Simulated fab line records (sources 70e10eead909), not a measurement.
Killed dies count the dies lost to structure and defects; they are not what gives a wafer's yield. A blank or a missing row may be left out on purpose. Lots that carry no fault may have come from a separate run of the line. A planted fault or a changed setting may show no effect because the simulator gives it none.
Struck lot and sound lot, side by side + flow nand_harc + 15 out of 1159 route steps
Sound: the wafers L151.3, L151.4, L151.5. Wafers L155.2, L155.3, L155.5 were the ones struck. Last of all comes the cause.
Each step with rows lists, per side, the tool, then ch with its chambers, then its first start. Under that, the readings that differ: sound wafers + struck wafers + difference of the means + sigmas: that difference in standard deviations of wafers without a fault.
alike: words and numbers the same on both sides, and readings whose means are apart by under 2 such deviations; not compared: readings that were withheld, readings missing a value for some wafer, numbers with overlapping values and no deviation given by the record, and bounds like >300 which may hide the same value.
A row with sigmas, a row that says differs or no value, or rows on one side alone: a step with any of these is where the two part. Non-overlapping numbers with no deviation appear without sigmas and do not part them. A reading that every wafer of one side lacks parts them only if that side has two wafers or more.

NHARC_P_M0_CD_MEAS_09 targets a cd of 90 nm.
  sound on cd_sem-02 ch 0, day 7 10:22; struck on cd_sem-02 ch 0, day 9 01:43
  alike: cd_nm
NHARC_P_M0_OVL_MEAS_10: pitch 180 nm.
  struck on overlay-02, day 9 01:49; sound on overlay-01, day 7 10:27
  alike: overlay_x_nm, overlay_y_nm
NHARC_P_M0_INSPECT_11:
  struck on defect_inspect-02, day 9 01:50; sound on defect_inspect-02, day 7 10:29
  alike: raw_defect_count
NHARC_P_M0_DESCUM_14: chemistry O2, time 3 s.
  sound on rie_diel-03 ch 1,3, day 7 10:34; struck on rie_diel-05 ch 1,2,3, day 9 01:54
  alike: drypump_motor_current_A, oes_product_au, rf_vpp_V, showerhead_plenum_p_Torr, throttle_valve_pct
  not compared: rf_hours_counter_h
then, 1 step without rows for these wafers: NHARC_P_M0_ETCH_34 (etches the open film in N2/H2, target depth 40 nm, overetch 12 nm, time 43.94 s).
NHARC_P_M0_ETCH_15: etches the open film in C4F8/Ar, target depth 150 nm, overetch 15 nm, time 82.5 s.
  sound on rie_diel-03 ch 0,1; struck on rie_diel-05 ch 1,2
  alike: oes_product_au, rf_vpp_V
  not compared: rf_hours_counter_h
NHARC_P_M0_CD_MEAS_16:
  struck on cd_sem-02, day 9 02:15; sound on cd_sem-02, day 7 10:51
  alike: cd_nm
NHARC_P_M0_STRIP_18: strips in N2/H2.
  sound on rie_diel-12 ch 0,1,3, day 7 10:55; struck on rie_diel-12 ch 1,2,3, day 9 02:22
  alike: drypump_motor_current_A, oes_product_au, rf_vpp_V, showerhead_plenum_p_Torr, throttle_valve_pct
  not compared: rf_hours_counter_h
then, 2 steps without rows for these wafers: NHARC_P_M0_STRIP_19 (strips in post etch residue remover, time 600 s); NHARC_P_M0_DEGAS_28 (time 60 s).
NHARC_P_M0_PRE_CLEAN_29: time 30 s.
  sound on pvd_sputter-01; struck on pvd_sputter-02
  alike: heater_power_w
NHARC_P_M0_PVD_20: deposits TaN, target thk 5 nm, time 8.06 s.
  sound on pvd_sputter-01; struck on pvd_sputter-02
  alike: bias_v, cathode_dc_power_W, substrate_temp_c, throttle_valve_pct
NHARC_P_M0_PVD_21: deposits Cu, target thk 30 nm, time 20.49 s.
  struck on pvd_sputter-02, day 9 03:05; sound on pvd_sputter-01, day 7 11:42
  no value came back on the struck wafers for cathode_dc_power_W (W), chamber_pressure_pa (Pa), substrate_temp_c (C), throttle_valve_pct (%); on the sound wafers cathode_dc_power_W (W) reads 4999.3 5000.3 4998.3
then, 1 step without rows for these wafers: NHARC_P_M0_ECD_22 (material Cu, target thk 400 nm).
-- jump in the record: it breaks off in module P_M0 and resumes in module END (first step shown: number 1159 of the route), and 13 days separate the struck wafers' starts before and after --
NHARC_END_SORT_01:
  at this point the record logs the struck wafers (prober-02 ch 0, day 22 10:44) and has no rows for the sound ones

## WHERE THEY PART
First at NHARC_P_M0_PVD_21; last, within this record, at NHARC_END_SORT_01.

WHY: what the simulator had put in
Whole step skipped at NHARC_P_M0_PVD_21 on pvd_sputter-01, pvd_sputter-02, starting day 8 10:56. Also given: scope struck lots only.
